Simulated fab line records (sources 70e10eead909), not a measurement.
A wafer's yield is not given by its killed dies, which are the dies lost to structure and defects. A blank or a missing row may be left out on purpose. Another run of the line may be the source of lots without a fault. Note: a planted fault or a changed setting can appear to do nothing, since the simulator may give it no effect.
Matching of chambers	flow nand harc	3 sister chambers for NHARC_A_STAIRCASE_DEP_322 on pecvd-01
The step deposits SiO2, target thk 3800 nm. 20 wafers are shown with their chamber, then 10 later ones without.

## EACH WAFER AND ITS CHAMBER
wafer	chamber	heater power w (W)
L858.3	0	874
L858.4	2	657
L858.5	0	713
L859.1	2	642
L859.3	1	801
L859.6	2	651
L861.1	1	795
L861.3	2	719
L861.5	2	638
L864.1	1	753
L864.4	2	652
L864.5	1	641
L867.2	0	719
L867.4	1	634
L867.5	0	700
L872.1	0	864
L872.3	2	662
L872.6	0	701
L875.2	0	771
L875.3	1	725

SIGNATURES (means of the wafers above)
reading	chamber 0	chamber 1	chamber 2	scatter within a chamber
heater power w	763.14	724.83	660.14	62.3
Rule: for each reading, subtract the chamber's mean from the wafer's reading, divide by that reading's scatter and square the result; add these up over the readings and take the root, which gives the wafer's distance from the chamber. The wafer belongs to the nearest chamber; if the next one is less than 2 further off, it can't be placed. The scatter is the square root of a quotient: the sum, over the shown wafers, of each reading's squared deviation from its chamber's mean, divided by wafers minus chambers.

## WAFERS WITH NO CHAMBER GIVEN
wafer	heater power w (W)
L875.4	642
L876.2	831
L876.4	698
L876.5	701
L880.1	814
L880.2	809
L880.4	714
L881.2	866
L881.3	767
L881.5	658

## EACH ONE'S CHAMBER
wafer	from the rows above	in truth
L875.4	can't be placed: 2 or 1 or 0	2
L876.2	can't be placed: 0 or 1 or 2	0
L876.4	can't be placed: 1 or 2 or 0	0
L876.5	can't be placed: 1 or 2 or 0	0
L880.1	can't be placed: 0 or 1 or 2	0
L880.2	can't be placed: 0 or 1 or 2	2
L880.4	can't be placed: 1 or 0 or 2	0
L881.2	can't be placed: 0 or 1 or 2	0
L881.3	can't be placed: 0 or 1 or 2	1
L881.5	can't be placed: 2 or 1 or 0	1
0 of 10 placed correctly. Can't be placed from these rows: 10 (the true chamber is among the candidates in 10). Wrongly placed: 0.
